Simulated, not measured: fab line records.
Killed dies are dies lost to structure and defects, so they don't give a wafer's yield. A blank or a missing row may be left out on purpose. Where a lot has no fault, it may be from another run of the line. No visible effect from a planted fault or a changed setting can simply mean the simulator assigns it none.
Split-lot experiment || flow n5_finfet || 39 wafers read from 7 lots, route of 1938 steps

== SPLIT DETAILS ==
At N5_BEOL_M6_ETCH_62 (etches SOC in N2/H2, target depth 110 nm, overetch 22 nm, time 165 s), the setting time_s was moved away from the recipe's 165 s on 12 of the 39 wafers read, by -30.3% to +46.1%. The other wafers ran this setting at the recipe's value.

Reading taken at the split's own step.

== THE READING ==
SiARC_of_BEOL_M6_COAT_60.thk_nm (the simulator's own value, which no gauge read), in nm, at N5_BEOL_M6_ETCH_62 (etches SOC in N2/H2, target depth 110 nm, overetch 22 nm, time 165 s). The file does not state a usual value for it. Here, 27 wafers ran the recipe; their average is 28.2 nm with a standard deviation of 0.37 nm.

{"wafer": "L075.1", "tool, chamber at the split": "rie_diel-03, 1", "time_s as run, s": 165, "against the recipe": "recipe", "SiARC_of_BEOL_M6_COAT_60.thk_nm, nm": 28.4, "against lot-mates on the recipe": "-"}
{"wafer": "L075.2", "tool, chamber at the split": "rie_diel-03, 0", "time_s as run, s": 204.8, "against the recipe": "+24.1%", "SiARC_of_BEOL_M6_COAT_60.thk_nm, nm": 27.6, "against lot-mates on the recipe": -0.4}
{"wafer": "L075.3", "tool, chamber at the split": "rie_diel-03, 3", "time_s as run, s": 165, "against the recipe": "recipe", "SiARC_of_BEOL_M6_COAT_60.thk_nm, nm": 27.8, "against lot-mates on the recipe": "-"}
{"wafer": "L075.6", "tool, chamber at the split": "rie_diel-03, 3", "time_s as run, s": 165, "against the recipe": "recipe", "SiARC_of_BEOL_M6_COAT_60.thk_nm, nm": 27.8, "against lot-mates on the recipe": "-"}
{"wafer": "L075.4", "tool, chamber at the split": "rie_diel-03, 2", "time_s as run, s": 204.8, "against the recipe": "+24.1%", "SiARC_of_BEOL_M6_COAT_60.thk_nm, nm": 26.6, "against lot-mates on the recipe": -1.4}
{"wafer": "L075.5", "tool, chamber at the split": "rie_diel-03, 0", "time_s as run, s": 204.8, "against the recipe": "+24.1%", "SiARC_of_BEOL_M6_COAT_60.thk_nm, nm": 27.4, "against lot-mates on the recipe": -0.6}
{"wafer": "L076.1", "tool, chamber at the split": "rie_diel-03, 3", "time_s as run, s": 165, "against the recipe": "recipe", "SiARC_of_BEOL_M6_COAT_60.thk_nm, nm": 27.6, "against lot-mates on the recipe": "-"}
{"wafer": "L076.2", "tool, chamber at the split": "rie_diel-03, 2,1,1", "time_s as run, s": 165, "against the recipe": "recipe", "SiARC_of_BEOL_M6_COAT_60.thk_nm, nm": 28.2, "against lot-mates on the recipe": "-"}
{"wafer": "L076.3", "tool, chamber at the split": "rie_diel-03, 2,1,1", "time_s as run, s": 165, "against the recipe": "recipe", "SiARC_of_BEOL_M6_COAT_60.thk_nm, nm": 28.2, "against lot-mates on the recipe": "-"}
{"wafer": "L076.5", "tool, chamber at the split": "rie_diel-03, 2,1,1", "time_s as run, s": 165, "against the recipe": "recipe", "SiARC_of_BEOL_M6_COAT_60.thk_nm, nm": 28.2, "against lot-mates on the recipe": "-"}
{"wafer": "L076.4", "tool, chamber at the split": "rie_diel-03, 3", "time_s as run, s": 165, "against the recipe": "recipe", "SiARC_of_BEOL_M6_COAT_60.thk_nm, nm": 27.8, "against lot-mates on the recipe": "-"}
{"wafer": "L076.6", "tool, chamber at the split": "rie_diel-03, 2", "time_s as run, s": 165, "against the recipe": "recipe", "SiARC_of_BEOL_M6_COAT_60.thk_nm, nm": 28, "against lot-mates on the recipe": "-"}
{"wafer": "L081.1", "tool, chamber at the split": "rie_diel-04, 0", "time_s as run, s": 165, "against the recipe": "recipe", "SiARC_of_BEOL_M6_COAT_60.thk_nm, nm": 28, "against lot-mates on the recipe": "-"}
{"wafer": "L081.2", "tool, chamber at the split": "rie_diel-04, 2,3", "time_s as run, s": 241.1, "against the recipe": "+46.1%", "SiARC_of_BEOL_M6_COAT_60.thk_nm, nm": 25, "against lot-mates on the recipe": -3.1}
{"wafer": "L081.4", "tool, chamber at the split": "rie_diel-04, 2,3", "time_s as run, s": 241.1, "against the recipe": "+46.1%", "SiARC_of_BEOL_M6_COAT_60.thk_nm, nm": 25, "against lot-mates on the recipe": -3.1}
{"wafer": "L081.3", "tool, chamber at the split": "rie_diel-04, 1,3", "time_s as run, s": 165, "against the recipe": "recipe", "SiARC_of_BEOL_M6_COAT_60.thk_nm, nm": 28.2, "against lot-mates on the recipe": "-"}
{"wafer": "L081.5", "tool, chamber at the split": "rie_diel-04, 1,3", "time_s as run, s": 165, "against the recipe": "recipe", "SiARC_of_BEOL_M6_COAT_60.thk_nm, nm": 28.2, "against lot-mates on the recipe": "-"}
{"wafer": "L081.6", "tool, chamber at the split": "rie_diel-04, 2", "time_s as run, s": 241.1, "against the recipe": "+46.1%", "SiARC_of_BEOL_M6_COAT_60.thk_nm, nm": 25.2, "against lot-mates on the recipe": -2.9}
{"wafer": "L082.1", "tool, chamber at the split": "rie_diel-03, 0", "time_s as run, s": 165, "against the recipe": "recipe", "SiARC_of_BEOL_M6_COAT_60.thk_nm, nm": 28.6, "against lot-mates on the recipe": "-"}
{"wafer": "L082.2", "tool, chamber at the split": "rie_diel-03, 1", "time_s as run, s": 165, "against the recipe": "recipe", "SiARC_of_BEOL_M6_COAT_60.thk_nm, nm": 28.2, "against lot-mates on the recipe": "-"}
{"wafer": "L082.4", "tool, chamber at the split": "rie_diel-03, 1", "time_s as run, s": 165, "against the recipe": "recipe", "SiARC_of_BEOL_M6_COAT_60.thk_nm, nm": 28.2, "against lot-mates on the recipe": "-"}
{"wafer": "L082.3", "tool, chamber at the split": "rie_diel-03, 3", "time_s as run, s": 165, "against the recipe": "recipe", "SiARC_of_BEOL_M6_COAT_60.thk_nm, nm": 27.8, "against lot-mates on the recipe": "-"}
{"wafer": "L082.5", "tool, chamber at the split": "rie_diel-03, 3", "time_s as run, s": 165, "against the recipe": "recipe", "SiARC_of_BEOL_M6_COAT_60.thk_nm, nm": 27.6, "against lot-mates on the recipe": "-"}
{"wafer": "L082.6", "tool, chamber at the split": "rie_diel-03, 0", "time_s as run, s": 165, "against the recipe": "recipe", "SiARC_of_BEOL_M6_COAT_60.thk_nm, nm": 28.8, "against lot-mates on the recipe": "-"}
{"wafer": "L086.1", "tool, chamber at the split": "rie_diel-03, 2", "time_s as run, s": 139.6, "against the recipe": "-15.4%", "SiARC_of_BEOL_M6_COAT_60.thk_nm, nm": 29, "against lot-mates on the recipe": "+1.0"}
{"wafer": "L086.2", "tool, chamber at the split": "rie_diel-03, 0", "time_s as run, s": 139.6, "against the recipe": "-15.4%", "SiARC_of_BEOL_M6_COAT_60.thk_nm, nm": 29.6, "against lot-mates on the recipe": "+1.6"}
{"wafer": "L086.3", "tool, chamber at the split": "rie_diel-03, 3", "time_s as run, s": 165, "against the recipe": "recipe", "SiARC_of_BEOL_M6_COAT_60.thk_nm, nm": 27.8, "against lot-mates on the recipe": "-"}
{"wafer": "L086.4", "tool, chamber at the split": "rie_diel-03, 1", "time_s as run, s": 139.6, "against the recipe": "-15.4%", "SiARC_of_BEOL_M6_COAT_60.thk_nm, nm": 29.2, "against lot-mates on the recipe": "+1.2"}
{"wafer": "L086.5", "tool, chamber at the split": "rie_diel-03, 2", "time_s as run, s": 165, "against the recipe": "recipe", "SiARC_of_BEOL_M6_COAT_60.thk_nm, nm": 28, "against lot-mates on the recipe": "-"}
{"wafer": "L086.6", "tool, chamber at the split": "rie_diel-03, 1", "time_s as run, s": 165, "against the recipe": "recipe", "SiARC_of_BEOL_M6_COAT_60.thk_nm, nm": 28.2, "against lot-mates on the recipe": "-"}
{"wafer": "L092.1", "tool, chamber at the split": "rie_diel-05, 2,0", "time_s as run, s": 165, "against the recipe": "recipe", "SiARC_of_BEOL_M6_COAT_60.thk_nm, nm": 28.8, "against lot-mates on the recipe": "-"}
{"wafer": "L092.6", "tool, chamber at the split": "rie_diel-05, 2,0", "time_s as run, s": 165, "against the recipe": "recipe", "SiARC_of_BEOL_M6_COAT_60.thk_nm, nm": 28.8, "against lot-mates on the recipe": "-"}
{"wafer": "L092.2", "tool, chamber at the split": "rie_diel-05, 3", "time_s as run, s": 165, "against the recipe": "recipe", "SiARC_of_BEOL_M6_COAT_60.thk_nm, nm": 28.6, "against lot-mates on the recipe": "-"}
{"wafer": "L095.1", "tool, chamber at the split": "rie_diel-05, 0", "time_s as run, s": 165, "against the recipe": "recipe", "SiARC_of_BEOL_M6_COAT_60.thk_nm, nm": 28.8, "against lot-mates on the recipe": "-"}
{"wafer": "L095.2", "tool, chamber at the split": "rie_diel-05, 1", "time_s as run, s": 115, "against the recipe": "-30.3%", "SiARC_of_BEOL_M6_COAT_60.thk_nm, nm": 30.4, "against lot-mates on the recipe": "+1.7"}
{"wafer": "L095.3", "tool, chamber at the split": "rie_diel-05, 3,1", "time_s as run, s": 165, "against the recipe": "recipe", "SiARC_of_BEOL_M6_COAT_60.thk_nm, nm": 28.6, "against lot-mates on the recipe": "-"}
{"wafer": "L095.5", "tool, chamber at the split": "rie_diel-05, 3,1", "time_s as run, s": 165, "against the recipe": "recipe", "SiARC_of_BEOL_M6_COAT_60.thk_nm, nm": 28.6, "against lot-mates on the recipe": "-"}
{"wafer": "L095.4", "tool, chamber at the split": "rie_diel-05, 2", "time_s as run, s": 115, "against the recipe": "-30.3%", "SiARC_of_BEOL_M6_COAT_60.thk_nm, nm": 30.6, "against lot-mates on the recipe": "+1.9"}
{"wafer": "L095.6", "tool, chamber at the split": "rie_diel-05, 2", "time_s as run, s": 115, "against the recipe": "-30.3%", "SiARC_of_BEOL_M6_COAT_60.thk_nm, nm": 30.6, "against lot-mates on the recipe": "+1.9"}
The file does not say which wafer passed through which chamber wherever a row lists several chambers: such a row stands for several wafers.

FIT RESULTS
A straight line over all 39 wafers: SiARC_of_BEOL_M6_COAT_60.thk_nm changes by -0.0667 nm for each +1% of time_s; r = -0.95; the points scatter about the line by 0.39 nm.
The same after taking each lot's own level away (the mean of its wafers on the recipe; 39 wafers): -0.0617 nm for each +1%; r = -0.95; scatter 0.34 nm.
On that fit, the largest move of time_s shifts the reading by 2.8 nm.
The lots' own levels span 28.00 to 28.73 nm, that is 2.0 times the standard deviation above.
Consequently the slope shifts little with the lot-to-lot level, the two slopes agreeing.
Check: -2.7 nm against its lot-mates is what the line predicts for one of the wafers moved furthest among these (+46.1%) when that wafer is left out of the fit. It came out at -3.13 nm against them.

== THESE WAFERS: OTHER SPLITS ==
Note: prior to the reading, these wafers also went through further splits. Each is held against what the fit with the lots' levels taken away leaves over:
{"other split on the same wafers": "N5_FIN_SAQP_SPACER1_ALD_24 ald_cycles", "wafers away from the commonest value": 15, "r with SiARC_of_BEOL_M6_COAT_60.thk_nm (lot level and that fit taken away)": -0.16}
{"other split on the same wafers": "N5_SD_EPI_N_DESCUM_14 time_s", "wafers away from the commonest value": 12, "r with SiARC_of_BEOL_M6_COAT_60.thk_nm (lot level and that fit taken away)": "+0.17"}
{"other split on the same wafers": "N5_HKMG_FIN_ETCH_55 time_s", "wafers away from the commonest value": 9, "r with SiARC_of_BEOL_M6_COAT_60.thk_nm (lot level and that fit taken away)": -0.19}

== THE WHOLE CHAIN: every reading that the file lists as answering this split, in the file's order ==
{"step": "N5_BEOL_M6_ETCH_62", "what it does": "etches SOC in N2/H2, target depth 110 nm, overetch 22 nm, time 165 s", "reading": "SiARC_of_BEOL_M6_COAT_60.thk_nm (the simulator's own value, which no gauge read)", "change (the file's fit)": "-0.0613 nm for each +1% of the setting", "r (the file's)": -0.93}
{"step": "N5_BEOL_M6_HM_OPEN_17", "what it does": "chemistry Cl2/BCl3, target TiN, target depth 20 nm, overetch 6 nm", "reading": "etch.depth_nm (the simulator's own value, which no gauge read)", "change (the file's fit)": "not straight: 19.84 at the lowest setting, 20.04 at the recipe, 12.44 at the highest", "r (the file's)": "not given"}

== THE FILE'S OWN FIT ==
SiARC_of_BEOL_M6_COAT_60.thk_nm changes by -0.0613 nm for each +1% of time_s, r = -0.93.
